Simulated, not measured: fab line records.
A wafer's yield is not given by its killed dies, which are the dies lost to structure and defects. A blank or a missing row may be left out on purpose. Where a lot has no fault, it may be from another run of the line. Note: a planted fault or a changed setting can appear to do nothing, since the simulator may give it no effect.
fab line records	flow nand_harc	part 1 of 2: steps 1 to 23 of 38
[record] lots = 5	wafers = 15	last_day = 24
route steps=1159 shown A_STAIRCASE@646
lots untouched by any fault: they come from a run of this same line in which no faults occurred
start_h: hours from the record's first day to the start of the lot's first wafer shown	wait_h: hours elapsed since this lot's preceding step	" repeats the value in the row above	L1.1+2: a single row standing in for several wafers	- no value, or no start was given	* or withheld: withheld	< > ~ a bound
route shown NAME@n: NAME is a module with steps in the file, n the number in the route of the first one	usual: mean/standard deviation of fault-free wafers	same: alike in all rows	chamber/n: place in a boat	sites: per-site readings	_std_site: how widely they spread, as a standard deviation	_edge_site: the outer-site mean with the inner-site mean subtracted	radius_mm: how far each site lies from the wafer's centre	mask NAME#n: copy n	behind: the most recent tool/chamber to have shaped the wafer	hold: the reason the lot was held/the length of the hold in hours/how it ended	device: which transistor (n, p or np) failed to switch	end of line: the route-end tests of the same wafers	a step given without rows: its recipe and nothing more	killed: the dies lost at the first sort to structure and to defects; this is not the yield of the wafer	map: dies across one wafer; x = killed, . = not, _ = none there
set.NAME: setting as actually run; set.NAME@STEP: the setting as run at that earlier step	model.NAME: the simulator's own value behind a step, which no gauge read
a table for each step, a row for each wafer; lots at some steps of the route
services: a tool's chamber out of use, with start hour (start_h, from the record's first day; less than 0 if before it), hours out, and reason
[[steps]]
[step NHARC_A_STAIRCASE_DESCUM_252]
[recipe] time_s = 3	o2_flow_sccm = 200	ar_flow_sccm = 0	bias_power_w = 0	chemistry = O2
[usual] drypump_motor_current_A = 5.7/0.36	oes_product_au = 0.998/0.0067	rf_vpp_V = 57.5/0.93	showerhead_plenum_p_Torr = 1.88/0.097	throttle_valve_pct = 11.311/0.0091
lot.wafer	tool	chamber	start_h	wait_h	drypump_motor_current_A	oes_product_au	rf_hours_counter_h	rf_vpp_V	showerhead_plenum_p_Torr	throttle_valve_pct
L078.1	rie_diel-07	0	270.28	-	6.3	1.002	11	59.2	2.07	11.300
L078.6	"	0	"	"	6.3	0.998	-	57.4	2.07	11.297
L078.5	"	1	"	"	5.6	0.988	-	57.4	1.80	11.302
L083.3	rie_diel-02	3	298.84	-	5.0	1.003	53	57.3	1.82	11.300
L083.4	"	2	"	"	5.4	1.000	49	56.2	1.79	11.311
L083.6	"	0	"	"	5.9	0.998	-	58.0	1.87	11.295
L084.1	rie_diel-03	2	309.79	-	5.8	1.001	33	58.5	1.95	11.310
L084.4	"	3	"	"	6.1	0.995	34	57.2	1.96	11.320
L084.2	"	1	"	"	5.8	0.994	33	58.1	2.05	11.305
L094.1	rie_diel-02	2	369.55	-	5.4	0.991	11	57.6	1.79	11.322
L094.6	"	1	"	"	5.4	0.995	-	57.9	1.79	11.288
L094.5	"	2	"	"	5.4	0.982	-	57.2	1.79	11.302
L093.2	rie_diel-07	1	379.76	-	5.6	0.993	50	58.1	1.78	11.315
L093.6	"	0	"	"	6.3	1.011	-	59.8	2.06	11.319
L093.5	"	3	"	"	5.7	1.005	-	58.3	1.95	11.316
[step NHARC_A_STAIRCASE_ETCH_253]
[recipe] target_depth_a = 500	time_s = 20.2	ion_energy_ev = 400	c4f8_flow_sccm = 20	o2_flow_sccm = 10	ar_flow_sccm = withheld	rf_w = 600	bias_w = 1000	chemistry = C4F8/O2
[usual] oes_product_au = 0.950/0.017	rf_fwd_power_W = 588/3.1	rf_vpp_V = 894/6.3
lot.wafer	tool	chamber	start_h	wait_h	oes_product_au	rf_fwd_power_W	rf_hours_counter_h	rf_vpp_V
L078.1	rie_diel-07	3	270.38	0.1	0.949	589	13	899
L078.5	"	0	"	"	0.945	586	-	906
L078.6	"	1	"	"	0.946	589	-	888
L083.3	rie_diel-02	3	298.93	0.1	0.960	595	53	891
L083.4	"	1	"	"	0.989	585	54	888
L083.6	"	3	"	"	0.961	594	-	889
L084.1	rie_diel-03	2	309.93	0.1	0.954	586	33	899
L084.2	"	0	"	"	0.945	593	32	897
L084.4	"	1	"	"	0.944	587	33	904
L094.1	rie_diel-02	3	369.64	0.1	0.953	592	11	889
L094.5	"	1	"	"	0.958	585	-	887
L094.6	"	2	"	"	0.939	588	-	888
L093.2	rie_diel-07	0	379.87	0.1	0.962	587	47	905
L093.6	"	1	"	"	0.950	588	-	888
L093.5	"	3	"	"	0.970	590	-	898
[step NHARC_A_STAIRCASE_STRIP_254]
[recipe] power_w = 1500	temp_c = 250	chemistry = O2
[usual] drypump_motor_current_A = 6.0/0.32	heater_power_w = 303/18	rf_refl_power_W = 22/8.2	temp_c = 249.97/0.18
lot.wafer	tool	chamber	start_h	wait_h	drypump_motor_current_A	heater_power_w	rf_hours_counter_h	rf_refl_power_W	temp_c
L078.1	plasma_asher-02	0	270.50	-	5.9	303	27	13	249.86
L078.6	"	1	"	"	6.4	294	-	32	249.98
L078.5	"	0	"	"	5.9	299	-	13	249.88
L083.4	plasma_asher-01	0	299.11	-	6.2	283	-	28	250.00
L083.3	"	1	"	"	5.6	331	-	15	250.04
L083.6	"	0	"	"	6.3	272	-	29	249.90
L084.1	plasma_asher-01	1	310.01	-	5.6	329	7	15	249.96
L084.2	"	0	"	"	6.2	283	7	30	250.08
L084.4	"	1	"	"	5.6	332	-	15	250.02
L094.1	plasma_asher-01	0	369.77	-	6.3	290	30	29	249.91
L094.6	"	1	"	"	5.6	327	-	15	249.71
L094.5	"	0	"	"	6.3	279	-	28	249.88
L093.2	plasma_asher-02	0	379.95	-	5.9	303	3	13	250.36
L093.5	"	0	"	"	5.9	302	-	12	250.18
L093.6	"	1	"	"	6.4	300	-	32	249.91
[step NHARC_A_STAIRCASE_STRIP_255]
[recipe] time_s = 900	temp_c = 130	chemistry = SPM
[usual] bath_heat_duty_pct = 15.4/1.2	temp_c = 129.98/0.15
lot.wafer	tool	chamber	start_h	wait_h	bath_heat_duty_pct	temp_c
L078.5	wet_bench-01	3	270.81	0.1	13.9	129.72
L078.6	"	5	"	"	15.6	129.83
L078.1	"	0	"	"	16.4	130.00
L083.6	wet_bench-06	0	299.36	0.1	13.3	129.68
L083.4	"	2	"	"	16.9	129.69
L083.3	"	5	"	"	14.4	130.07
L084.4	wet_bench-01	0	310.37	0.2	16.1	130.09
L084.1	"	1	"	"	16.1	129.78
L084.2	"	4	"	"	15.2	129.78
L094.6	wet_bench-06	1	370.09	0.1	14.3	129.77
L094.5	"	3	"	"	16.8	130.04
L094.1	"	4	"	"	16.0	130.07
L093.5	wet_bench-01	6	380.30	0.1	16.8	130.01
L093.2	"	0	"	"	16.0	130.07
L093.6	"	1	"	"	15.3	129.68
[step NHARC_A_STAIRCASE_PRECLEAN_256]
[recipe] time_s = *	temp_c = 50	bath_age_min = 0	chemistry = SC1
[usual] bath_heat_duty_pct = 7.3/0.65	temp_c = 50.01/0.11
lot.wafer	tool	chamber	start_h	wait_h	bath_heat_duty_pct	temp_c
L078.5	wet_bench-01	3	-	-	6.7	50.11
L078.6	"	5	"	"	7.4	50.08
L078.1	"	0	"	"	7.8	49.93
L083.6	wet_bench-06	0	-	-	7.7	50.07
L083.4	"	2	"	"	7.6	50.07
L083.3	"	5	"	"	7.3	49.82
L084.4	wet_bench-01	0	-	-	8.3	49.93
L084.1	"	1	"	"	6.3	50.11
L084.2	"	4	"	"	7.7	50.10
L094.6	wet_bench-06	1	-	-	7.0	49.91
L094.5	"	3	"	"	7.1	50.29
L094.1	"	4	"	"	7.0	49.90
L093.5	wet_bench-01	6	-	-	7.7	50.03
L093.2	"	0	"	"	7.5	50.11
L093.6	"	1	"	"	7.9	50.14
[step NHARC_A_STAIRCASE_SRD_257]
lot.wafer	tool	chamber	start_h	wait_h
L078.5+6+1	wet_bench-01	3,5,0	-	-
L083.6+4+3	wet_bench-06	0,2,5	-	-
L084.4+1+2	wet_bench-01	0,1,4	-	-
L094.6+5+1	wet_bench-06	1,3,4	-	-
L093.5+2+6	wet_bench-01	6,0,1	-	-
[step NHARC_A_STAIRCASE_HM_DEP_456]
[recipe] target_thk_a = 15000	temp_c = 400	material = aC
[usual] throttle_valve_pct = 34.999/0.0081
lot.wafer	tool	chamber	start_h	wait_h	throttle_valve_pct
L078.1	acl_dep-03	0	272.51	-	34.995
L078.5	"	0	273.75	-	34.999
L078.6	"	0	"	"	35.000
L083.3	acl_dep-03	0	303.78	-	34.993
L083.4	"	0	"	"	34.994
L083.6	"	0	"	"	35.000
L084.1	acl_dep-03	0	310.83	-	35.003
L084.2	"	0	"	"	35.006
L084.4	"	0	"	"	34.998
L094.1	acl_dep-03	0	371.43	-	35.008
L094.5	"	0	372.66	-	34.990
L094.6	"	0	"	"	34.986
L093.2	acl_dep-01	0	384.66	-	34.998
L093.5	"	0	"	"	35.011
L093.6	"	0	"	"	34.991
[step NHARC_A_STAIRCASE_DEP_259]
[recipe] target_thk_a = 300	target_thk_nm = 30	temp_c = 400	pressure_torr = 3.5	flow_sccm = 200	rf_w = 350	material = SiON
[usual] heater_power_w = 749/83	rf_fwd_power_W = 348.4/1
lot.wafer	tool	chamber	start_h	wait_h	heater_power_w	rf_fwd_power_W
L078.1	pecvd-04	2	274.45	1.6	646	348.5
L078.5	"	1	"	"	724	348.5
L078.6	"	2	"	"	675	350.0
L083.3	pecvd-02	0	305.09	1.0	655	348.2
L083.4	"	2	"	"	712	348.7
L083.6	"	0	"	"	633	348.1
L084.2	pecvd-03	2	312.72	1.3	783	346.9
L084.1	"	0	"	"	659	350.0
L084.4	"	2	"	"	787	347.9
L094.1	pecvd-02	1	373.34	1.6	569	347.8
L094.6	"	0	"	"	663	348.1
L094.5	"	1	"	"	587	349.8
L093.2	pecvd-03	0	386.53	1.6	637	349.2
L093.6	"	0	"	"	646	349.6
L093.5	"	1	"	"	742	348.2
[step NHARC_A_STAIRCASE_DEHYDRATE_281]
[recipe] temp_c = 150	time_s = 120
lot.wafer	tool	chamber	start_h	wait_h
L078.1+5+6	litho_track-07	0	274.67	0.2
L083.3+4+6	litho_track-05	0	305.34	0.2
L084.1+2+4	litho_track-07	0	312.96	0.2
L094.1+5+6	litho_track-07	0	373.59	0.2
L093.2+5+6	litho_track-05	0	386.80	0.2
[step NHARC_A_STAIRCASE_HMDS_282]
[recipe] time_s = 30
lot.wafer	tool	chamber	start_h	wait_h
L078.1+5+6	litho_track-07	0	-	-
L083.3+4+6	litho_track-05	0	-	-
L084.1+2+4	litho_track-07	0	-	-
L094.1+5+6	litho_track-07	0	-	-
L093.2+5+6	litho_track-05	0	-	-
[step NHARC_A_STAIRCASE_COAT_283]
[recipe] spin_rpm = 1200
lot.wafer	tool	chamber	start_h	wait_h
L078.1+5+6	litho_track-07	0	-	-
L083.3+4+6	litho_track-05	0	-	-
L084.1+2+4	litho_track-07	0	-	-
L094.1+5+6	litho_track-07	0	-	-
L093.2+5+6	litho_track-05	0	-	-
[step NHARC_A_STAIRCASE_SOFTBAKE_284]
[recipe] temp_c = 135	time_s = 170
lot.wafer	tool	chamber	start_h	wait_h
L078.1+5+6	litho_track-07	0	-	-
L083.3+4+6	litho_track-05	0	-	-
L084.1+2+4	litho_track-07	0	-	-
L094.1+5+6	litho_track-07	0	-	-
L093.2+5+6	litho_track-05	0	-	-
[step NHARC_A_STAIRCASE_EBR_285]
lot.wafer	tool	chamber	start_h	wait_h
L078.1+5+6	litho_track-07	0	-	-
L083.3+4+6	litho_track-05	0	-	-
L084.1+2+4	litho_track-07	0	-	-
L094.1+5+6	litho_track-07	0	-	-
L093.2+5+6	litho_track-05	0	-	-
[step NHARC_A_STAIRCASE_EXPOSE_286]
[recipe] na = 0.5	dose_mj = 25.01	mask_id = CHOP_100
lot.wafer	tool	chamber	start_h	wait_h	mask
L078.1+5+6	krf_scanner-01	0	275.00	-	CHOP_100#0
L083.3+4+6	krf_scanner-01	0	305.68	-	CHOP_100#0
L084.1+2+4	krf_scanner-04	0	313.17	-	CHOP_100#0
L094.1+5+6	krf_scanner-03	0	373.92	-	CHOP_100#0
L093.2+5+6	krf_scanner-04	0	387.14	-	CHOP_100#0
[step NHARC_A_STAIRCASE_PEB_287]
[recipe] peb_temp_c = 115	peb_time_s = 130
lot.wafer	tool	chamber	start_h	wait_h
L078.1+5+6	litho_track-07	0	275.07	0.1
L083.3+4+6	litho_track-05	0	305.73	0.0
L084.1+2+4	litho_track-07	0	313.24	0.1
L094.1+5+6	litho_track-03	0	373.99	0.1
L093.2+5+6	litho_track-03	0	387.20	0.1
[step NHARC_A_STAIRCASE_DEVELOP_288]
[recipe] time_s = 140
lot.wafer	tool	chamber	start_h	wait_h
L078.1+5+6	litho_track-07	0	-	-
L083.3+4+6	litho_track-05	0	-	-
L084.1+2+4	litho_track-07	0	-	-
L094.1+5+6	litho_track-03	0	-	-
L093.2+5+6	litho_track-03	0	-	-
[step NHARC_A_STAIRCASE_HARDBAKE_290]
[recipe] temp_c = 120	time_s = 140
lot.wafer	tool	chamber	start_h	wait_h
L078.1+5+6	litho_track-03	0	275.29	-
L083.3+4+6	litho_track-05	0	305.96	-
L084.1+2+4	litho_track-07	0	313.45	-
L094.1+5+6	litho_track-03	0	374.21	-
L093.2+5+6	litho_track-05	0	387.42	-
[step NHARC_A_STAIRCASE_DESCUM_291]
[recipe] time_s = 3	o2_flow_sccm = 200	ar_flow_sccm = 0	bias_power_w = 0	chemistry = O2
[usual] drypump_motor_current_A = 5.7/0.34	oes_product_au = 0.999/0.0075	rf_vpp_V = 57.7/0.9	showerhead_plenum_p_Torr = 1.89/0.096	throttle_valve_pct = 11.310/0.0091
lot.wafer	tool	chamber	start_h	wait_h	drypump_motor_current_A	oes_product_au	rf_hours_counter_h	rf_vpp_V	showerhead_plenum_p_Torr	throttle_valve_pct
L078.1	rie_diel-02	2	275.38	-	5.3	0.986	39	57.9	1.79	11.319
L078.5	"	2	"	"	5.3	1.004	-	57.4	1.80	11.306
L078.6	"	3	"	"	5.0	0.992	-	57.4	1.83	11.288
L083.3	rie_diel-03	1	306.04	-	5.8	1.012	32	58.9	2.05	11.319
L083.4	"	3	"	"	6.1	1.006	32	58.4	1.97	11.302
L083.6	"	1	"	"	5.8	1.006	-	59.4	2.05	11.307
L084.4	rie_diel-02	0	313.56	-	5.9	1.008	60	57.3	1.86	11.313
L084.1	"	2	"	"	5.4	0.996	54	57.7	1.79	11.308
L084.2	"	3	"	"	5.0	0.994	59	58.0	1.82	11.301
L094.1	rie_diel-02	3	375.24	-	5.0	0.994	14	57.2	1.82	11.311
L094.5	"	1	"	"	5.4	0.993	-	57.6	1.79	11.300
L094.6	"	2	"	"	5.4	0.989	-	57.7	1.79	11.301
L093.2	rie_diel-07	3	387.53	-	5.7	0.997	46	58.1	1.95	11.304
L093.6	"	1	"	"	5.6	0.991	-	56.8	1.78	11.317
L093.5	"	2	"	"	6.0	0.998	-	57.4	1.81	11.315
[step NHARC_A_STAIRCASE_ETCH_292]
[recipe] cf4_flow_sccm = 100	chf3_flow_sccm = 30	ar_flow_sccm = 0	rf_w = 500	bias_w = 200	chemistry = CF4/CHF3
[usual] drypump_motor_current_A = 5.6/0.34	oes_product_au = 0.952/0.02	rf_fwd_power_W = 496.9/1.9	rf_vpp_V = 370.1/2.7	showerhead_plenum_p_Torr = 1.56/0.074	throttle_valve_pct = 16.803/0.0087
lot.wafer	tool	chamber	start_h	wait_h	drypump_motor_current_A	oes_product_au	rf_fwd_power_W	rf_hours_counter_h	rf_vpp_V	showerhead_plenum_p_Torr	throttle_valve_pct
L078.1	rie_diel-02	1	275.47	0.1	5.4	0.981	493.3	47	367.6	1.48	16.796
L078.5	"	1	"	"	5.4	0.987	493.9	-	369.7	1.48	16.801
L078.6	"	2	"	"	5.3	0.960	497.8	-	369.8	1.48	16.797
L083.3	rie_diel-03	3	306.15	0.1	6.1	0.979	497.4	32	372.0	1.61	16.812
L083.4	"	0	"	"	5.5	0.977	501.3	30	372.0	1.60	16.805
L083.6	"	1	"	"	5.8	0.962	498.5	-	372.7	1.68	16.789
L084.4	rie_diel-02	1	313.70	0.1	5.4	0.937	496.3	61	366.9	1.48	16.809
L084.2	"	2	"	"	5.3	0.926	493.6	54	367.6	1.48	16.817
L084.1	"	0	"	"	5.9	0.921	494.6	60	370.0	1.54	16.792
L094.1	rie_diel-02	2	375.41	0.2	5.4	0.928	496.2	13	366.9	1.47	16.813
L094.6	"	2	"	"	5.4	0.918	496.3	-	366.8	1.47	16.799
L094.5	"	3	"	"	5.0	0.932	499.7	-	368.7	1.50	16.792
L093.2	rie_diel-07	1	387.60	0.1	5.6	0.919	494.7	53	367.4	1.47	16.794
L093.5	"	0	"	"	6.2	0.923	496.6	-	375.5	1.69	16.809
L093.6	"	1	"	"	5.6	0.917	493.9	-	366.3	1.47	16.815
[step NHARC_A_STAIRCASE_HM_OPEN_460]
[recipe] o2_flow_sccm = 400	cos_flow_sccm = 20	ar_flow_sccm = 0	rf_w = 500	bias_w = 300	chemistry = O2/COS
[usual] drypump_motor_current_A = 5.6/0.35	oes_product_au = 0.999/0.0085	rf_fwd_power_W = 498.8/1.6	rf_vpp_V = 466/3.1	showerhead_plenum_p_Torr = 3.09/0.15	throttle_valve_pct = 28.330/0.0093
lot.wafer	tool	chamber	start_h	wait_h	drypump_motor_current_A	oes_product_au	rf_fwd_power_W	rf_hours_counter_h	rf_vpp_V	showerhead_plenum_p_Torr	throttle_valve_pct
L078.1	rie_diel-02	2	-	-	5.4	1.011	500.0	39	463	2.94	28.319
L078.6	"	2	"	"	5.4	1.011	498.7	-	462	2.94	28.327
L078.5	"	3	"	"	5.0	0.996	497.4	-	463	2.99	28.348
L083.4	rie_diel-03	1	-	-	5.8	0.999	499.6	32	472	3.33	28.336
L083.3	"	0	"	"	5.5	1.001	496.9	30	468	3.17	28.326
L083.6	"	1	"	"	5.8	0.999	499.4	-	473	3.33	28.333
L084.2	rie_diel-02	0	-	-	5.9	1.000	498.8	60	466	3.05	28.329
L084.4	"	1	"	"	5.4	1.013	502.0	61	463	2.93	28.323
L084.1	"	2	"	"	5.4	1.006	497.9	54	464	2.93	28.328
L094.1	rie_diel-02	3	-	-	5.0	0.995	498.4	14	464	2.97	28.331
L094.5	"	0	"	"	5.9	0.997	497.6	-	465	3.04	28.332
L094.6	"	1	"	"	5.4	0.997	497.1	-	463	2.92	28.328
L093.2	rie_diel-07	2	-	-	6.1	1.007	499.3	49	463	2.96	28.325
L093.6	"	2	"	"	6.0	1.017	499.5	-	464	2.96	28.335
L093.5	"	3	"	"	5.7	1.007	498.2	-	468	3.18	28.311
[step NHARC_A_STAIRCASE_STRIP_461]
[recipe] o2_flow_sccm = 400	cos_flow_sccm = 20	ar_flow_sccm = 0	bias_w = 0	chemistry = O2/COS
lot.wafer	tool	chamber	start_h	wait_h
L078.1+5+6	rie_diel-02	2,1,2	-	-
L083.4+3+6	rie_diel-03	2,3,1	-	-
L084.1+2+4	rie_diel-02	0,1,2	-	-
L094.1+6+5	rie_diel-02	2,1,2	-	-
L093.2+5+6	rie_diel-07	3,2,3	-	-
[step NHARC_A_STAIRCASE_ETCH_452]
[recipe] target_depth_a = 300	overetch_a = 30	time_s = 16.5	ion_energy_ev = 100	cf4_flow_sccm = 80	o2_flow_sccm = 20	ar_flow_sccm = 0	rf_w = 300	bias_w = 100	chemistry = CF4/O2
[usual] drypump_motor_current_A = 5.6/0.34	oes_product_au = 1.000/0.0082	rf_fwd_power_W = 293.8/1.6	rf_vpp_V = 197.5/1.5	showerhead_plenum_p_Torr = 1.32/0.064	throttle_valve_pct = 13.397/0.0092
lot.wafer	tool	chamber	start_h	wait_h	drypump_motor_current_A	oes_product_au	rf_fwd_power_W	rf_hours_counter_h	rf_vpp_V	showerhead_plenum_p_Torr	throttle_valve_pct
L078.1	rie_diel-02	1	-	-	5.4	1.007	291.9	47	197.5	1.26	13.382
L078.6	"	0	"	"	5.9	1.002	293.2	-	198.3	1.30	13.391
L078.5	"	1	"	"	5.4	1.017	292.6	-	197.2	1.25	13.388
L083.4	rie_diel-03	1	-	-	5.8	1.001	293.6	32	199.2	1.43	13.382
L083.3	"	2	"	"	5.7	0.991	293.2	31	197.2	1.36	13.403
L083.6	"	3	"	"	6.1	1.006	294.3	-	199.4	1.37	13.411
L084.1	rie_diel-02	1	-	-	5.4	1.027	293.4	61	196.4	1.25	13.406
L084.2	"	3	"	"	5.0	0.999	297.5	59	197.9	1.27	13.401
L084.4	"	0	"	"	5.9	1.005	292.9	60	196.3	1.30	13.383
L094.1	rie_diel-02	1	-	-	5.4	1.006	290.9	15	195.8	1.25	13.385
L094.6	"	2	"	"	5.4	0.988	293.9	-	197.0	1.25	13.411
L094.5	"	3	"	"	5.0	0.995	296.2	-	197.2	1.27	13.386
L093.2	rie_diel-07	1	-	-	5.6	0.995	295.8	53	196.4	1.25	13.390
L093.6	"	2	"	"	6.1	0.994	293.0	-	197.0	1.26	13.416
L093.5	"	3	"	"	5.7	0.994	295.3	-	199.5	1.36	13.402
[step NHARC_A_STAIRCASE_ETCH_294]
[recipe] target_depth_a = 49920	time_s = 1212.4	ion_energy_ev = 800	c4f8_flow_sccm = 80	o2_flow_sccm = 60	ar_flow_sccm = withheld	rf_w = 600	bias_w = 3000	chemistry = C4F8/O2/Ar
[usual] oes_product_au = 0.933/0.012	rf_fwd_power_W = 599.7/1.9	rf_vpp_V = 1824/12
lot.wafer	tool	chamber	start_h	wait_h	oes_product_au	rf_fwd_power_W	rf_hours_counter_h	rf_vpp_V
L078.1	rie_diel-02	0	-	-	0.957	601.1	47	1820
L078.5	"	3	"	"	0.942	599.6	-	1816
L078.6	"	0	"	"	0.973	600.7	-	1819
L083.3	rie_diel-03	3	-	-	0.923	601.1	32	1835
L083.4	"	0	"	"	0.932	601.7	30	1831
L083.6	"	0	"	"	0.924	601.8	-	1831
L084.4	rie_diel-02	1	-	-	0.939	601.3	62	1812
L084.2	"	2	"	"	0.922	601.2	55	1811
L084.1	"	0	"	"	0.930	596.5	60	1821
L094.1	rie_diel-02	3	-	-	0.924	598.5	14	1814
L094.5	"	3	"	"	0.924	599.4	-	1814
L094.6	"	0	"	"	0.925	600.9	-	1820
L093.2	rie_diel-07	2	-	-	0.925	597.9	49	1813
L093.6	"	2	"	"	0.917	598.8	-	1813
L093.5	"	3	"	"	0.922	603.3	-	1832
